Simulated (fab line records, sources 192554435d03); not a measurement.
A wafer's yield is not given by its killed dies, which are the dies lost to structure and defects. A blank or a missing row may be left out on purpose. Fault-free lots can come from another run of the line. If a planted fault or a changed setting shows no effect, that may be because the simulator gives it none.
Split-lot study -- flow n5-finfet -- 7 lots, 21 wafers read, on a route of 1938 steps

## ON THE SPLIT
At N5_MOL_CONTACT_COAG_CONTACT_ETCH_14 (etches SiO2 in C4F6/O2, target depth 27.5 nm, overetch 8.5 nm, time 20 s), the setting source-w was moved away from the recipe's 370 W on 6 of the 21 wafers read, by -17.1% to -9.2%. The other wafers ran this setting at the recipe's value.

The split's own step is where the reading is taken.

## THE READING
rf-vpp-V, in V, at N5_MOL_CONTACT_COAG_CONTACT_ETCH_14 (etches SiO2 in C4F6/O2, target depth 27.5 nm, overetch 8.5 nm, time 20 s). On this fab line, fault-free wafers typically give 694.3 V with a standard deviation of 2.6 V.

wafer,"tool, chamber at the split","source-w as run, W",against the recipe,"rf-vpp-V, V",against lot-mates on the recipe
L077.3,"rie-diel-05, 0",335.9,-9.2%,708.1,+13.9
L077.4,"rie-diel-05, 3",370,recipe,690.7,-
L077.5,"rie-diel-05, 1",370,recipe,697.8,-
L079.1,"rie-diel-04, 1",370,recipe,694.5,-
L079.3,"rie-diel-04, 3",306.9,-17.1%,736.5,+42.1
L079.5,"rie-diel-04, 3",370,recipe,694.3,-
L080.2,"rie-diel-05, 2",370,recipe,694.2,-
L080.5,"rie-diel-05, 3",370,recipe,692.0,-
L080.6,"rie-diel-05, 1",370,recipe,696.9,-
L085.1,"rie-diel-04, 0",333.9,-9.8%,719.8,+25.6
L085.5,"rie-diel-04, 0",370,recipe,695.5,-
L085.6,"rie-diel-04, 2",370,recipe,692.8,-
L088.2,"rie-diel-04, 0",370,recipe,693.8,-
L088.3,"rie-diel-04, 1",370,recipe,694.0,-
L088.6,"rie-diel-04, 3",311.8,-15.7%,732.6,+38.7
L092.1,"rie-diel-04, 1",326.5,-11.8%,719.7,+25.6
L092.2,"rie-diel-04, 2",370,recipe,694.1,-
L092.3,"rie-diel-04, 3",326.5,-11.8%,721.2,+27.1
L095.1,"rie-diel-06, 3",370,recipe,688.1,-
L095.3,"rie-diel-06, 2",370,recipe,687.4,-
L095.6,"rie-diel-06, 3",370,recipe,688.0,-

THE FIT
A straight line over all 21 wafers: rf-vpp-V changes by -2.44 V for each +1% of source-w; r = -0.98; the points scatter about the line by 3.3 V.
The same after taking each lot's own level away (the mean of its wafers on the recipe; 21 wafers): -2.35 V for each +1%; r = -0.99; scatter 2.5 V.
The reading moves by 40 V for the largest change in source-w, on that fit.
From 687.83 to 694.40 V: that is the span of the lots' own levels, equal to 2.5 times the standard deviation above.
Consequently the slope shifts little with the lot-to-lot level, the two slopes agreeing.
Check: for one of the wafers moved furthest among these (-17.1%), held out of the fit, the line's prediction against its lot-mates is +39 V. Against them it came out at +42.1 V.
Tool readings at the split's step, against how far the setting was moved: rf-vpp-V r = -0.98.

## FURTHER SPLITS ON THESE WAFERS
These wafers also went through other splits before the reading. Each is held against what the fit with the lots' levels taken away leaves over:
other split on the same wafers,wafers away from the commonest value,r with rf-vpp-V (lot level and that fit taken away)
N5_HKMG_FIN_HK_ALD_01 ald-cycles,5,-0.19
N5_HKMG_FIN_ETCH_58 source-w,9,-0.09
N5_GATE_CUT_EXPOSE_10 dose-mj,5,+0.12
N5_GATE_CUT_ETCH_36 cf4-flow-sccm,4,-0.17
N5_MOL_CONTACT_COAG_EXPOSE_05 dose-mj,9,+0.02

## FILE'S OWN FIT
rf-vpp-V changes by -2.35 V for each +1% of source-w, r = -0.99.
